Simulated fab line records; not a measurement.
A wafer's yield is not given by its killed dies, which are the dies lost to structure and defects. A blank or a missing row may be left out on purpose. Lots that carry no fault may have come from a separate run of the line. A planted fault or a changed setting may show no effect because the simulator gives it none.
Comparing a struck lot with a sound one :: flow nand_harc :: 15 steps out of a route of 1302
Sound: wafers L839.1, L839.2, L839.6. Struck: wafer L852.4. (L852.2, L852.5 of the same lot were not struck and are left out.) The cause comes at the end.
Order at every step that has rows: each side's tool, ch and its chambers, its first start. Under that, the readings that differ: sound wafers :: struck wafers :: difference of the means :: sigmas: that difference in standard deviations of wafers without a fault.
alike: readings with means less than 2 such deviations apart, plus words and numbers identical on both sides. not compared: withheld readings, readings lacking a value on some wafer, bounds such as >300 that could conceal the same value, and numbers that have no deviation in the record and whose values overlap.
The two part at a step that has a row with sigmas, a row that says differs or no value, or rows on one side only. Non-overlapping numbers with no deviation appear without sigmas and do not part them. Lack of a reading on every wafer of one side parts them only where that side has two or more wafers.

first, 5 steps without rows for these wafers: NHARC_A_CONTACT_SOFTBAKE_37 (time 55 s); NHARC_A_CONTACT_EBR_38; NHARC_A_CONTACT_EXPOSE_39 (exposes mask A CC 3); NHARC_A_CONTACT_PEB_40 (peb time 65 s); NHARC_A_CONTACT_DEVELOP_41 (develop time 35 s).
NHARC_A_CONTACT_CD_MEAS_42 targets a cd of 300 nm.
  sound on cd_sem-01 ch 0, day 22 01:23; struck on cd_sem-03 ch 0, day 27 10:11
  alike: cd_nm
NHARC_A_CONTACT_OVL_MEAS_43:
  sound on overlay-02 at day 22 01:28; struck on overlay-01 at day 27 10:16
  alike: overlay_x_nm, overlay_y_nm
NHARC_A_CONTACT_INSPECT_44:
  sound on defect_inspect-01 at day 22 01:31; struck on defect_inspect-01 at day 27 10:19
  alike: raw_defect_count
NHARC_A_CONTACT_DESCUM_47: chemistry O2, time 3 s.
  sound on rie_diel-13 ch 2,3, day 22 01:34; struck on rie_diel-13 ch 3, day 27 10:23
reading: rf_vpp_V (V)
sound: 57.2 55.8 58.4
struck: 59.2
difference: +2.1
sigmas: +2
  alike: drypump_motor_current_A, mfc_ar_sccm, oes_product_au, showerhead_plenum_p_Torr, throttle_valve_pct
  not compared: rf_hours_counter_h
NHARC_A_CONTACT_ETCH_48: etches the open film in CF4, target depth 39 nm, time 65 s.
  sound on rie_diel-13 ch 2,3, day 22 01:39; struck on rie_diel-13 ch 2, day 27 10:28
  alike: drypump_motor_current_A, mfc_ar_sccm, oes_product_au, rf_vpp_V, run_length_s, showerhead_plenum_p_Torr, throttle_valve_pct
  not compared: rf_hours_counter_h
NHARC_A_CONTACT_ETCH_49: etches the open film in N2/H2, target depth 260 nm, time 475.3 s.
  sound: rie_diel-13 ch 0,1,3; struck: rie_diel-13 ch 3
  alike: drypump_motor_current_A, mfc_ar_sccm, oes_product_au, rf_vpp_V, run_length_s, showerhead_plenum_p_Torr, throttle_valve_pct
  not compared: rf_hours_counter_h
NHARC_A_CONTACT_ETCH_50: etches the open film in CF4/CHF3, target depth 121 nm, time 60.5 s.
  sound: rie_diel-13 ch 1,2; struck: rie_diel-13 ch 2
  alike: drypump_motor_current_A, mfc_ar_sccm, oes_product_au, rf_vpp_V, run_length_s, showerhead_plenum_p_Torr, throttle_valve_pct
  not compared: rf_hours_counter_h
NHARC_A_CONTACT_ETCH_51: etches the open film in O2/COS, target depth 7000 nm, time 1820 s.
  sound on rie_diel-13 ch 1,2, day 22 02:11; struck on rie_diel-13 ch 0, day 27 11:18
reading: run_length_s (s)
sound: 1842.3 1841.2 1842.1
struck: 1244.1
difference: -597.8
sigmas: -99 or more
  alike: drypump_motor_current_A, mfc_ar_sccm, oes_product_au, rf_vpp_V, showerhead_plenum_p_Torr, throttle_valve_pct
  not compared: rf_hours_counter_h
NHARC_A_CONTACT_ETCH_111: etches the open film in C4F8/O2/Ar, time 140 s, target depth 700 nm.
  sound on har_cap_etch-03 ch 0,1, day 22 03:24; struck on har_cap_etch-03 ch 0, day 27 12:26
  alike: run_length_s
  not compared: rf_hours_counter_h
-- record jumps: 3 days between struck wafers' starts before vs after; left off in module A_CONTACT, resumes in module END, first step shown is number 1302 of the route --
NHARC_END_SORT_01:
  sound on prober-01 ch 0, day 25 11:52; struck on prober-02 ch 0, day 30 17:17
reading: hold
sound: - - -
struck: await_dispo/3.5h/release
difference: no value on the sound wafers
sigmas: 

reading: killed_at_array
sound: 64 68 66
struck: 673
difference: +607
sigmas: +32

reading: killed_dies
sound: 67 70 69
struck: 677
difference: +608
sigmas: +32

reading: killed_open
sound: 3 2 2
struck: 9
difference: +7
sigmas: +4
  alike: killed_at_other, killed_at_periphery, killed_short

WHERE THEY PART
Last at NHARC_END_SORT_01 as far as this record goes, first at NHARC_A_CONTACT_DESCUM_47.

WHY: whatever the simulator had introduced
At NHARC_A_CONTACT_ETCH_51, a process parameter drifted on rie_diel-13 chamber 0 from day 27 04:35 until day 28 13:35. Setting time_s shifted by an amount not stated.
